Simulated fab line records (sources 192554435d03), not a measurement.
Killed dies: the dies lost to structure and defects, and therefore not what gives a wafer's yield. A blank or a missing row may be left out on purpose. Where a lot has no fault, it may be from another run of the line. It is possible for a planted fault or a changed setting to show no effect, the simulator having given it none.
Chamber matching + flow n5Finfet + rieDiel-01 running N5_BEOL_M3_DESCUM_33: 4 sister chambers
The step chemistry O2, time 7 s. 4 wafers are shown with their chamber, then 11 later ones without.

== EACH WAFER AND ITS CHAMBER ==
| wafer  | chamber | showerheadPlenumPTorr (Torr) |
|--------|---------|------------------------------|
| L077.6 | 3       | 2.16                         |
| L085.4 | 2       | 2.04                         |
| L089.6 | 1       | 1.98                         |
| L093.1 | 0       | 2.23                         |

== WAFERS WITHOUT THEIR CHAMBER ==
| wafer  | showerheadPlenumPTorr (Torr) |
|--------|------------------------------|
| L093.2 | 2.04                         |
| L093.3 | 2.15                         |
| L093.4 | 1.98                         |
| L093.5 | 2.23                         |
| L093.6 | 1.98                         |
| L094.2 | 2.04                         |
| L094.3 | 2.23                         |
| L094.5 | 2.04                         |
| L095.1 | 2.23                         |
| L095.2 | 1.98                         |
| L095.4 | 2.04                         |

== EACH ONE'S CHAMBER ==
| wafer  | from the rows above | in truth |
|--------|---------------------|----------|
| L093.2 | 2                   | 2        |
| L093.3 | 3                   | 3        |
| L093.4 | 1                   | 1        |
| L093.5 | 0                   | 0        |
| L093.6 | 1                   | 1        |
| L094.2 | 2                   | 2        |
| L094.3 | 0                   | 0        |
| L094.5 | 2                   | 2        |
| L095.1 | 0                   | 0        |
| L095.2 | 1                   | 1        |
| L095.4 | 2                   | 2        |
11 of 11 placed correctly. Not placeable from these rows: 0. Number placed wrongly: 0.
How it was worked out, from the rows above alone: a wafer's distance from a chamber is the root of the sum, over the readings, of the square of ((its reading less the chamber's mean) divided by the reading's scatter). The wafer belongs to the nearest chamber; if the next one is less than 2 further off, it can't be placed. Each chamber's mean is taken over the wafers shown for it. The scatter: with one shown wafer a chamber, the root of the mean of the squares of how far each hidden wafer lies from its nearest shown one.
